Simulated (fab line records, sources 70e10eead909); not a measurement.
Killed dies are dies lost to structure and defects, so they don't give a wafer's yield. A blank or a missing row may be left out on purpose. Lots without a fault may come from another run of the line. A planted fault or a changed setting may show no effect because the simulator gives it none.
A struck lot beside a sound one | flow nand_harc | 24 steps out of a route of 1302
Sound: wafers L219.3, L219.5, L219.6. Struck: wafers L210.1, L210.4, L210.5. The cause comes at the end.
At each step with rows: each side's tool, then ch and its chambers, then its first start. Under that, the readings that differ: sound wafers | struck wafers | difference of the means | sigmas: that difference in standard deviations of wafers without a fault.
alike: readings whose means differ by less than 2 such deviations, and words and numbers that are the same on both sides. not compared: withheld readings, readings that some wafer has no value for, bounds like >300 that may hide the same value, and numbers for which the record gives no deviation and whose values overlap.
The two part at a step that has a row with sigmas, a row that says differs or no value, or rows on one side only. Numbers that don't overlap but have no deviation are shown without sigmas and don't part them. A reading that every wafer of one side lacks parts them only if that side has two wafers or more.

first, 8 steps without rows for these wafers: NHARC_A_CHANNEL_HOLE_D2_DESCUM_15 (chemistry O2, time 3 s); NHARC_A_CHANNEL_HOLE_D2_ETCH_38 (etches the open film in CF4, target depth 39 nm, time 65 s); NHARC_A_CHANNEL_HOLE_D2_ETCH_39 (etches the open film in N2/H2, target depth 260 nm, time 325 s); NHARC_A_CHANNEL_HOLE_D2_ETCH_34 (etches the open film in CF4/CHF3, target depth 154 nm, time 77 s); NHARC_A_CHANNEL_HOLE_D2_ETCH_16 (etches the open film in O2/COS, target depth 3100 nm, time 806 s); NHARC_A_CHANNEL_HOLE_D2_ETCH_19 (etches the open film in C4F8/O2/Ar, time 34.5 s); NHARC_A_CHANNEL_HOLE_D2_ETCH_20 (etches the open film in C4F8/O2/Ar, time 361.9 s, target depth 1600 nm); NHARC_A_CHANNEL_HOLE_D2_ETCH_21 (etches the open film in C4F8/O2/Ar, time 514.3 s, target depth 1600 nm).
NHARC_A_CHANNEL_HOLE_D2_ETCH_22: etches the open film in C4F8/O2/Ar, time 666.7 s, target depth 1600 nm.
  sound on har_etch-02 ch 0,1, day 21 11:59; struck on har_etch-01 ch 0,1, day 17 19:02
  alike: c4f8_flow_sccm, drypump_motor_current_A, o2_flow_sccm, showerhead_plenum_p_Torr, throttle_valve_pct
  not compared: rf_hours_counter_h
then, 13 steps without rows for these wafers: NHARC_A_CHANNEL_HOLE_D2_ETCH_23 (etches the open film in C4F8/O2/Ar, time 819 s, target depth 1600 nm); NHARC_A_CHANNEL_HOLE_D2_ETCH_24 (etches the open film in C4F8/O2/Ar, time 906.2 s, target depth 1500 nm); NHARC_A_CHANNEL_HOLE_D2_ETCH_25 (etches the open film in C4F8/O2/Ar, time 1040.2 s, target depth 1500 nm); NHARC_A_CHANNEL_HOLE_D2_ETCH_26 (etches the open film in C4F8/O2/Ar, time 224.1 s, target depth 300 nm); NHARC_A_CHANNEL_HOLE_D2_ETCH_27 (etches the open film in C4F8/O2/Ar, time 90 s, target depth 400 nm); NHARC_A_CHANNEL_HOLE_D2_STRIP_41 (strips in N2/H2); NHARC_A_CHANNEL_HOLE_D2_STRIP_42 (strips in CF4/CHF3); NHARC_A_CHANNEL_HOLE_D2_STRIP_43 (strips in O2/COS); NHARC_A_CHANNEL_HOLE_D2_ETCH_44 (etches the open film in CF4/O2, target depth 140 nm, overetch 14 nm, time 77 s); NHARC_A_CHANNEL_HOLE_D2_STRIP_28 (strips in O2); NHARC_A_CHANNEL_HOLE_D2_PRECLEAN_29 (cleans in SC1); NHARC_A_CHANNEL_HOLE_D2_SRD_30; NHARC_A_CHANNEL_HOLE_D2_XSEM_32.
NHARC_A_CHANNEL_HOLE_D2_INSPECT_40:
  sound on defect_inspect-02, day 21 16:34; struck on defect_inspect-01, day 17 23:56
  reading          | sound       | struck         | difference | sigmas
  raw_defect_count | 199 318 148 | 1670 1567 1597 | +1390      | +14
  not compared: hold
-- the record jumps here: 13 days lie between the struck wafers' starts before and after (it left off in module A_CHANNEL_HOLE_D2 and takes up again in module END, whose first step shown is number 1302 of the route) --
NHARC_END_SORT_01:
  the record has rows for the struck wafers here (prober-01 ch 0, day 30 22:40) and none for the sound ones

WHERE THEY PART
First at NHARC_A_CHANNEL_HOLE_D2_INSPECT_40; last, within this record, at NHARC_END_SORT_01.

WHY: what the simulator had put in
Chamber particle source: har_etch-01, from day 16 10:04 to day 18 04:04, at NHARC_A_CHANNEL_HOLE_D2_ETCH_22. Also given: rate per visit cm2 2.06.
